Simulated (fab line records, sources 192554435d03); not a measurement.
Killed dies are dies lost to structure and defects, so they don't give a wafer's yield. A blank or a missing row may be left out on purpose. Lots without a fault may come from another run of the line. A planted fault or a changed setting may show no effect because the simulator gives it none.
Chamber matching | flow n5_finfet | N5_BEOL_M5_PRE_CLEAN_77 on cvd_co-01: 3 sister chambers
The step time 15 s. 30 wafers are shown with their chamber, then 12 later ones without.

WAFERS WITH THEIR CHAMBER
wafer  | chamber | heater_power_w (W)
L074.1 | 2       | 74
L074.2 | 1       | 60
L074.3 | 0       | 95
L074.4 | 0       | 94
L074.5 | 2       | 75
L074.6 | 1       | 59
L077.1 | 2       | 73
L077.3 | 0       | 95
L077.5 | 1       | 59
L078.4 | 1       | 60
L078.5 | 0       | 97
L078.6 | 2       | 73
L080.1 | 2       | 77
L080.2 | 1       | 59
L080.3 | 0       | 94
L080.4 | 1       | 58
L080.5 | 2       | 75
L080.6 | 0       | 94
L082.1 | 1       | 58
L082.4 | 0       | 97
L082.6 | 1       | 58
L088.1 | 1       | 59
L088.2 | 0       | 94
L088.3 | 2       | 76
L088.4 | 1       | 58
L088.5 | 0       | 92
L088.6 | 2       | 76
L093.1 | 2       | 75
L093.2 | 1       | 61
L093.6 | 0       | 93

SIGNATURES (means of the wafers above)
reading        | chamber 0 | chamber 1 | chamber 2 | scatter within a chamber
heater_power_w | 94.50     | 59.00     | 74.89     | 1.32
Rule: a wafer's distance from a chamber is the root of the sum, over the readings, of the square of ((its reading less the chamber's mean) divided by the reading's scatter). The wafer belongs to the nearest chamber; if the next one is less than 2 further off, it can't be placed. The scatter: the root of (the sum of the squares of (reading less its chamber's mean) over the shown wafers, divided by (wafers less chambers)).

WAFERS WITHOUT THEIR CHAMBER
wafer  | heater_power_w (W)
L094.1 | 61
L094.2 | 96
L094.3 | 78
L094.4 | 95
L094.5 | 59
L094.6 | 78
L095.2 | 97
L095.3 | 58
L095.5 | 57
L096.2 | 95
L096.5 | 95
L096.6 | 61

WHICH CHAMBER EACH WENT THROUGH
wafer  | from the rows above | in truth
L094.1 | 1                   | 1
L094.2 | 0                   | 0
L094.3 | 2                   | 2
L094.4 | 0                   | 0
L094.5 | 1                   | 1
L094.6 | 2                   | 2
L095.2 | 0                   | 0
L095.3 | 1                   | 1
L095.5 | 1                   | 1
L096.2 | 0                   | 0
L096.5 | 0                   | 0
L096.6 | 1                   | 1
Placed correctly: 12 of 12. Can't be placed from these rows: 0. Placed wrongly: 0.
